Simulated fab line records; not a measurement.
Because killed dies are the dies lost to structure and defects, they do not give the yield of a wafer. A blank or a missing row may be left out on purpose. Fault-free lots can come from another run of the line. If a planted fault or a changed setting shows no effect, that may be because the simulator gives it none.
Which tool did it? + flow n5-finfet + 24 lots (72 wafers sampled), 1 step of a 1938-step route

== WHAT THE GAUGES READ, wafer by wafer ==
N5_BEOL_M1_CD_MEAS_28: target cd y 23.3 nm.
| lot  | measured     | on        | cd-nm (nm)     |
|------|--------------|-----------|----------------|
| L076 | day 6 11:59  | cd-sem-03 | 24.0 23.9 23.7 |
| L074 | day 6 12:10  | cd-sem-03 | 24.0 23.8 24.5 |
| L075 | day 6 14:35  | cd-sem-01 | 24.3 24.1 24.3 |
| L077 | day 7 01:57  | cd-sem-03 | 24.2 24.3 23.9 |
| L078 | day 7 04:21  | cd-sem-03 | 23.9 24.2 23.6 |
| L079 | day 7 08:38  | cd-sem-02 | 24.5 24.4 24.2 |
| L080 | day 7 15:41  | cd-sem-02 | 23.7 24.1 24.0 |
| L081 | day 7 21:59  | cd-sem-01 | 23.7 23.7 24.2 |
| L082 | day 7 23:27  | cd-sem-01 | 23.6 23.7 23.9 |
| L083 | day 8 03:26  | cd-sem-03 | 23.4 24.0 23.7 |
| L084 | day 8 12:15  | cd-sem-02 | 23.7 23.8 24.1 |
| L085 | day 8 23:53  | cd-sem-01 | 23.5 23.9 23.9 |
| L086 | day 9 12:00  | cd-sem-02 | 23.7 23.7 23.4 |
| L088 | day 9 19:34  | cd-sem-01 | 23.8 23.4 23.8 |
| L087 | day 9 22:40  | cd-sem-01 | 23.9 23.6 24.2 |
| L089 | day 10 03:01 | cd-sem-03 | 24.0 23.7 24.2 |
| L090 | day 10 08:08 | cd-sem-02 | 24.3 23.7 23.7 |
| L091 | day 10 10:44 | cd-sem-03 | 24.3 23.8 24.2 |
| L092 | day 10 21:37 | cd-sem-03 | 24.3 24.0 24.5 |
| L094 | day 11 01:34 | cd-sem-02 | 23.8 23.9 24.2 |
| L093 | day 11 01:38 | cd-sem-01 | 24.0 23.9 23.7 |
| L095 | day 11 05:46 | cd-sem-02 | 24.2 24.0 24.3 |
| L096 | day 11 18:26 | cd-sem-01 | 24.5 23.9 24.6 |
| L097 | day 11 21:55 | cd-sem-02 | 23.9 23.8 24.0 |

== EACH LOT AND THE TOOL THAT RAN IT (in order: tool; ch and the chambers of the sampled wafers; start) ==
The record holds no process step before these readings.

== AS READ BY THE TOOLS THEMSELVES (means over the sampled wafers that have a number; for cases with no such wafer, the mark the record gives instead) ==
The record holds no such reading with a usual standard deviation.

== THE ANSWER, worked out from the rows above alone ==
Rule: the lots themselves supply what counts as usual. The widest of any qualifying gaps counts: lots, ordered by their means at a reading, are off when they make up no more than a third of the lots, leave a main group of 4 or more, and stand apart from it by 3 or more times the standard deviation of that group's means. A main group is skipped when, at the precision printed for the reading in the tables above, its means are all equal. Also off: a lot with no number at a reading for which 4 or more lots have one. Where the step has rows for the other lots, those lots are counted as sound. Order of review: gauges by route order, followed by the tools' own readings, for which a lot's mean as printed above is used. The first step at which some lot is off is used, and at that step the reading that is off furthest; a lot without a number counts as furthest.
None of the lots is off at any reading shown; this tells nothing.

== WHAT THE SIMULATOR PUT IN ==
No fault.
